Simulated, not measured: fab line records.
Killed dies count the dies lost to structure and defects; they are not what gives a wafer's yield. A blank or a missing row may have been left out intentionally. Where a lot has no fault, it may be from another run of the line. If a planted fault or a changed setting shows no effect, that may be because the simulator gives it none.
Which of the tools did it? | flow n5Finfet | 27 wafers from 9 lots sampled at 4 of the route's 1938 steps

== WHAT THE GAUGES READ, wafer by wafer ==
N5_BEOL_M2_THK_MEAS_01.
lot  | measured     | on           | M2_ILD_THK (nm)
L970 | day 6 13:38  | filmMetro-01 | 77.7 78.5 79.3
L981 | day 9 07:06  | filmMetro-01 | 78.0 124.5 79.5
L982 | day 9 16:00  | filmMetro-01 | 78.2 79.3 79.5
L984 | day 9 23:50  | filmMetro-02 | 77.9 77.6 78.9
L987 | day 10 19:41 | filmMetro-01 | 79.4 79.5 80.4
L989 | day 11 05:28 | filmMetro-01 | 78.0 79.4 80.6
L991 | day 11 17:02 | filmMetro-01 | 78.7 78.7 78.2
L992 | day 11 20:13 | filmMetro-02 | 78.7 78.2 79.7
L993 | day 12 14:18 | filmMetro-02 | 79.6 79.5 81.0

== EACH LOT AND THE TOOL THAT RAN IT (in order: tool; ch and the chambers of the sampled wafers; start) ==
lot  | N5_BEOL_M1_SPUTTER_88       | N5_BEOL_M1_PRE_CLEAN_60         | N5_BEOL_M2_ILD_DEP_00
L970 | pvdSputter-02, day 6 11:29  | cvdCo-02 ch 0,2, day 6 13:11    | pecvd-02 ch 0,1, day 6 13:32
L981 | pvdSputter-01, day 9 04:59  | cvdCo-01 ch 0,1, day 9 06:41    | pecvd-03 ch 0,2, day 9 07:01
L982 | pvdSputter-01, day 9 13:55  | cvdCo-02 ch 0,1,2, day 9 15:37  | pecvd-04 ch 1,2, day 9 15:56
L984 | pvdSputter-01, day 9 21:47  | cvdCo-02 ch 0,1,2, day 9 23:29  | pecvd-04 ch 1,2, day 9 23:46
L987 | pvdSputter-03, day 10 17:36 | cvdCo-01 ch 0,1, day 10 19:20   | pecvd-02 ch 0,1,2, day 10 19:37
L989 | pvdSputter-01, day 11 03:23 | cvdCo-01 ch 1,2, day 11 05:07   | pecvd-02 ch 1,2, day 11 05:23
L991 | pvdSputter-01, day 11 14:58 | cvdCo-01 ch 0,1,2, day 11 16:40 | pecvd-04 ch 0,1,2, day 11 16:58
L992 | pvdSputter-03, day 11 18:05 | cvdCo-02 ch 0,1, day 11 19:51   | pecvd-03 ch 0,2, day 11 20:09
L993 | pvdSputter-02, day 12 12:15 | cvdCo-01 ch 0,2, day 12 13:57   | pecvd-03 ch 1,2, day 12 14:14
- N5_BEOL_M1_SPUTTER_88: material Cu, target thk 4.5 nm, time 8.29 s.
- N5_BEOL_M1_PRE_CLEAN_60: time 15 s.
- N5_BEOL_M2_ILD_DEP_00: deposits SiOC from DEMS/O2, target thk 79 nm, time 15.3 s.

== THE ANSWER, worked out from the rows above alone ==
Rule: the usual values come from the lots themselves. Put in order of their means at a reading, lots are off if they are a third of the lots or fewer, leave a main group of 4 or more, and stand apart from it by a gap of 3 or more times the standard deviation of the main group's means; of several such gaps the widest counts. The tables above print the reading to a certain number of digits; a main group whose means all agree to those digits is not used. Also off: a lot with no number at a reading for which 4 or more lots have one. The other lots that the step has rows for count as sound.
Off: L981, at N5_BEOL_M2_THK_MEAS_01 (M2_ILD_THK). The main group: mean 79.0 nm, standard deviation 0.61.
A tool fits if, at a process step before that reading, it ran every lot that is off, and no sound lot after the first of them. Those tools and the gauges at N5_BEOL_M2_THK_MEAS_01 are tried in the same way. No candidate that was tried fits.

== WHAT THE SIMULATOR PUT IN ==
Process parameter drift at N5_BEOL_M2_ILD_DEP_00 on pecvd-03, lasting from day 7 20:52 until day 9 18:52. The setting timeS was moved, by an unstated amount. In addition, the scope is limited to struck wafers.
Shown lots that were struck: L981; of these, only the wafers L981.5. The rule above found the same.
